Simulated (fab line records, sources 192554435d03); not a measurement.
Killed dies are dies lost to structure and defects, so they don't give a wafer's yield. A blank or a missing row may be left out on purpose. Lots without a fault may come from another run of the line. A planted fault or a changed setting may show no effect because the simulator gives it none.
fab line records | flow n5_finfet | part 2 of 2: steps 5 to 6 of 6
record lots=20 wafers=60 last_day=18
route steps=1938 shown DUMMY_GATE@245 SD_EPI_N@275 SD_EPI_P@303 DUMMY_REMOVAL@377
lots that met no fault: from a run of the same line without faults
start_h: hours from the record's first day to the start of the lot's first wafer shown | wait_h: hours since the lot's step before | " the same as in the row above | L1.1+2: a row that stands for several wafers | - no value, or no start given | * or withheld: withheld | < > ~ a bound
route shown NAME@n: a module of which the file shows steps, and the number in the route of the first | usual: mean/standard deviation of fault-free wafers | same: alike in all rows | chamber/n: place in a boat | sites: the reading at each site | _std_site: their standard deviation | _edge_site: outer sites' mean less inner sites' | radius_mm: how far each site lies from the wafer's centre | mask NAME#n: copy n | behind: the tool/chamber that last shaped the wafer | hold: why the lot was held/for how many hours/how that ended | device: the transistor (n, p or np) that didn't switch | end of line: the same wafers' tests at the end of the route | a step without rows: its recipe alone | killed: dies lost to structure and defects at the first sort, not the wafer's yield | map: a wafer's dies, x killed, . not, _ none there
set.NAME: the setting as run; set.NAME@STEP: as run at that earlier step | model.NAME: the simulator's own value behind a step, which no gauge read
steps of the route over a sample of lots; a table a step, a row a wafer
services: from which hour (start_h, from the record's first day; less than 0 if before it) a tool's chamber was out of use, for how many hours, and why
## steps
# step N5_SD_EPI_P_INSPECT_26
# recipe inspect_instrument=darkfield mode=post_epi
# usual raw_defect_count=173/41
# columns lot.wafer tool chamber start_h wait_h raw_defect_count
L074.1 defect_inspect-01 - 57.37 0.0 148
L074.2 " - " " 195
L074.3 " - " " 196
L076.3 defect_inspect-01 - 68.94 0.0 164
L076.4 " - " " 104
L076.5 " - " " 185
L077.4 defect_inspect-02 - 78.33 0.0 225
L077.5 " - " " 146
L077.6 " - " " 164
L078.2 defect_inspect-01 - 84.21 0.0 147
L078.4 " - " " 138
L078.5 " - " " 230
L081.2 defect_inspect-01 - 99.78 0.0 158
L081.3 " - " " 124
L081.5 " - " " 145
L082.1 defect_inspect-01 - 108.00 0.0 164
L082.4 " - " " 142
L082.6 " - " " 114
L083.1 defect_inspect-02 - 112.81 0.0 175
L083.3 " - " " 180
L083.4 " - " " 126
L084.1 defect_inspect-01 - 120.24 0.0 222
L084.4 " - " " 144
L084.6 " - " " 244
L085.1 defect_inspect-02 - 125.28 0.0 191
L085.2 " - " " 276
L085.3 " - " " 189
L086.3 defect_inspect-02 - 132.06 0.0 174
L086.4 " - " " 178
L086.6 " - " " 151
L087.2 defect_inspect-02 - 139.04 0.0 136
L087.3 " - " " 207
L087.4 " - " " 150
L088.3 defect_inspect-02 - 147.10 0.0 140
L088.4 " - " " 186
L088.5 " - " " 117
L089.2 defect_inspect-01 - 148.37 0.0 183
L089.4 " - " " 134
L089.5 " - " " 93
L090.1 defect_inspect-01 - 157.24 0.0 122
L090.2 " - " " 133
L090.3 " - " " 168
L091.1 defect_inspect-02 - 164.97 0.0 98
L091.5 " - " " 131
L091.6 " - " " 142
L092.1 defect_inspect-02 - 166.15 0.0 224
L092.3 " - " " 137
L092.4 " - " " 185
L094.2 defect_inspect-01 - 178.55 0.0 225
L094.3 " - " " 272
L094.5 " - " " 262
L095.1 defect_inspect-02 - 183.09 0.0 113
L095.4 " - " " 224
L095.6 " - " " 225
L096.1 defect_inspect-01 - 197.25 0.0 123
L096.4 " - " " 193
L096.6 " - " " 274
L097.2 defect_inspect-01 - 202.57 0.0 157
L097.5 " - " " 187
L097.6 " - " " 151
# step N5_DUMMY_REMOVAL_HM_STRIP_01
# recipe chemistry=CH3F/O2 material=SiNx target_depth_a=40 stop_on=poly-Si time_s=6.8 over_etch_frac=0.3 ion_energy_ev=60 power_w=410 bias_w=29 Ar_flow_sccm=150 CH3F_flow_sccm=30 O2_flow_sccm=20
# usual chamber_pressure_mTorr=30.000/0.026 drypump_motor_current_A=5.9/0.34 mfc_ar_sccm=149.9/0.45 oes_product_au=0.62/0.063 rf_vpp_V=127.0/1 showerhead_plenum_p_Torr=1.97/0.069 throttle_valve_pct=16.37/0.19
# same time_s=6.8
# columns lot.wafer tool chamber start_h wait_h chamber_pressure_mTorr drypump_motor_current_A mfc_ar_sccm oes_product_au rf_hours_counter_h rf_vpp_V showerhead_plenum_p_Torr throttle_valve_pct
L074.1 rie_diel-06 0 69.70 0.0 29.968 5.4 149.8 0.59 197 127.2 1.91 16.45
L074.2 " 2 " " 30.000 5.9 149.6 0.57 211 129.1 2.05 16.34
L074.3 " 3 " " 30.030 6.0 149.8 0.66 92 127.9 1.96 16.43
L076.3 rie_diel-03 2 80.56 0.0 30.035 6.6 150.0 0.58 222 127.7 1.98 16.25
L076.4 " 1 " " 29.970 5.6 149.8 0.61 160 127.6 1.91 16.54
L076.5 " 1 " " 29.992 5.6 150.1 0.62 - 126.3 1.91 16.53
L077.4 rie_diel-06 2 90.69 0.0 29.997 5.9 150.7 0.56 218 127.8 2.05 16.34
L077.5 " 2 " " 30.000 5.9 150.1 0.56 - 128.4 2.05 16.34
L077.6 " 3 " " 29.996 6.0 149.8 0.65 - 126.2 1.96 16.44
L078.2 rie_diel-03 0 96.63 0.0 29.990 5.8 149.7 0.74 10 127.8 2.04 16.29
L078.4 " 2 " " 30.000 6.5 149.6 0.57 - 127.6 1.98 16.28
L078.5 " 0 " " 29.990 5.8 149.9 0.75 - 126.2 2.04 16.29
L081.2 rie_diel-04 3 112.02 0.0 30.003 5.6 150.3 0.66 96 126.3 1.87 16.06
L081.3 " 0 " " 29.989 5.4 150.6 0.62 143 127.3 1.91 16.07
L081.5 " 2 " " 30.014 6.1 151.0 0.57 - 129.8 2.09 16.78
L082.1 rie_diel-04 2 121.05 0.0 29.995 6.0 149.9 0.57 229 128.0 2.09 16.78
L082.4 " 2 " " 30.016 6.1 149.7 0.57 - 128.3 2.09 16.78
L082.6 " 1 " " 30.031 6.2 149.8 0.62 - 127.6 2.09 16.17
L083.1 rie_diel-03 1 125.19 0.0 29.971 5.6 149.5 0.61 173 127.2 1.91 16.57
L083.3 " 3 " " 29.998 5.5 150.2 0.58 220 124.8 1.91 16.31
L083.4 " 2 " " 29.988 6.5 148.9 0.56 235 127.3 1.98 16.29
L084.1 rie_diel-06 3 132.07 0.0 29.948 6.0 149.9 0.63 111 126.6 1.96 16.46
L084.4 " 1 " " 30.016 6.2 150.3 0.76 12 127.6 1.97 16.37
L084.6 " 0 " " 30.017 5.5 149.7 0.57 - 126.8 1.91 16.48
L085.1 rie_diel-03 2 137.84 0.0 29.997 6.5 149.9 0.56 239 125.5 1.98 16.31
L085.2 " 3 " " 29.971 5.5 149.4 0.57 223 126.1 1.91 16.31
L085.3 " 1 " " 30.024 5.6 149.7 0.60 178 127.0 1.91 16.57
L086.3 rie_diel-03 0 144.21 0.0 29.987 5.8 150.4 0.72 23 127.3 2.03 16.33
L086.4 " 1 " " 30.006 5.6 148.6 0.61 180 125.8 1.91 16.57
L086.6 " 1 " " 29.991 5.6 149.8 0.60 - 126.8 1.91 16.58
L087.2 rie_diel-03 2 151.13 0.0 29.986 6.6 151.4 0.56 243 127.9 1.98 16.30
L087.3 " 0 " " 29.963 5.8 150.6 0.71 25 128.9 2.03 16.33
L087.4 " 1 " " 29.988 5.6 150.0 0.60 182 126.1 1.91 16.58
L088.3 rie_diel-04 0 159.31 0.0 30.001 5.4 150.3 0.62 159 127.8 1.91 16.10
L088.4 " 1 " " 30.007 6.2 149.5 0.61 - 128.1 2.09 16.21
L088.5 " 0 " " 30.014 5.4 149.3 0.61 - 126.9 1.91 16.10
L089.2 rie_diel-04 1 161.01 0.0 29.977 6.2 149.9 0.61 162 127.8 2.08 16.22
L089.4 " 0 " " 29.984 5.4 150.4 0.61 159 127.0 1.91 16.11
L089.5 " 0 " " 30.021 5.4 150.6 0.61 - 127.5 1.91 16.11
L090.1 rie_diel-03 3 170.98 0.0 30.024 5.5 149.9 0.56 232 125.8 1.91 16.32
L090.2 " 0 " " 29.986 5.8 150.5 0.72 30 129.1 2.03 16.33
L090.3 " 2 " " 30.000 6.5 150.2 0.55 248 128.0 1.97 16.31
L091.1 rie_diel-06 1 177.98 0.0 29.971 6.2 150.5 0.73 26 126.4 1.97 16.39
L091.5 " 3 " " 30.009 6.0 149.6 0.63 - 127.0 1.95 16.49
L091.6 " 0 " " 30.060 5.5 149.7 0.56 - 125.2 1.90 16.52
L092.1 rie_diel-04 2 178.76 0.0 29.989 6.1 150.5 0.56 247 126.6 2.08 16.81
L092.3 " 3 " " 30.008 5.6 149.7 0.64 113 124.9 1.86 16.10
L092.4 " 0 " " 29.978 5.4 150.1 0.61 165 125.7 1.91 16.13
L094.2 rie_diel-03 3 190.26 0.0 29.979 5.5 149.9 0.56 239 125.8 1.90 16.34
L094.3 " 0 " " 30.073 5.8 149.8 0.70 36 127.5 2.03 16.36
L094.5 " 0 " " 29.976 5.8 150.1 0.71 - 127.2 2.03 16.35
L095.1 rie_diel-06 0 195.76 0.0 30.034 5.4 149.9 0.56 234 126.8 1.90 16.54
L095.4 " 2 " " 29.968 5.9 149.8 0.55 246 127.9 2.04 16.37
L095.6 " 3 " " 29.980 6.0 150.3 0.63 - 127.6 1.95 16.49
L096.1 rie_diel-06 0 209.88 0.0 29.991 5.5 150.5 0.56 237 124.6 1.90 16.53
L096.4 " 1 " " 29.977 6.2 150.4 0.71 34 126.7 1.97 16.41
L096.6 " 3 " " 30.032 6.0 149.7 0.62 - 125.7 1.95 16.50
L097.2 rie_diel-03 3 214.89 0.1 29.964 5.5 149.6 0.56 248 128.1 1.90 16.35
L097.5 " 3 " " 30.014 5.5 149.4 0.56 - 126.2 1.90 16.35
L097.6 " 2 " " 30.000 6.5 149.5 0.80 - 127.3 1.97 15.85
## services
# columns tool chamber start_h hours kind
rie_diel-05 0 53.76 11.6 repair
rie_diel-04 0 66.29 10.2 repair
rie_diel-06 1 72.52 - clean
rie_diel-06 1 72.52 - consumable_replace:focus_ring
rie_diel-06 1 72.52 16.0 scheduled_down
rie_diel-06 1 72.52 16.0 vent_cycle
rie_diel-04 2 90.08 1.8 repair
rie_diel-03 3 92.22 7.2 repair
rie_diel-05 - 112.03 4.3 pm
rie_diel-02 2 136.70 8.8 repair
rie_diel-04 - 136.74 2.8 pm
rie_diel-02 - 154.74 14.6 pm
rie_diel-04 2 157.46 2.1 repair
rie_diel-05 2 159.38 5.2 repair
rie_diel-02 1 170.92 3.2 repair
rie_diel-06 2 178.37 10.6 repair
rie_diel-04 2 189.35 - clean
rie_diel-02 - 201.05 2.8 pm
rie_diel-06 - 201.59 2.8 pm
rie_diel-04 0 209.83 5.8 repair
rie_diel-06 2 213.54 - clean
rie_diel-06 2 213.54 - consumable_replace:focus_ring
rie_diel-06 2 213.54 13.1 scheduled_down
rie_diel-06 2 213.54 13.1 vent_cycle
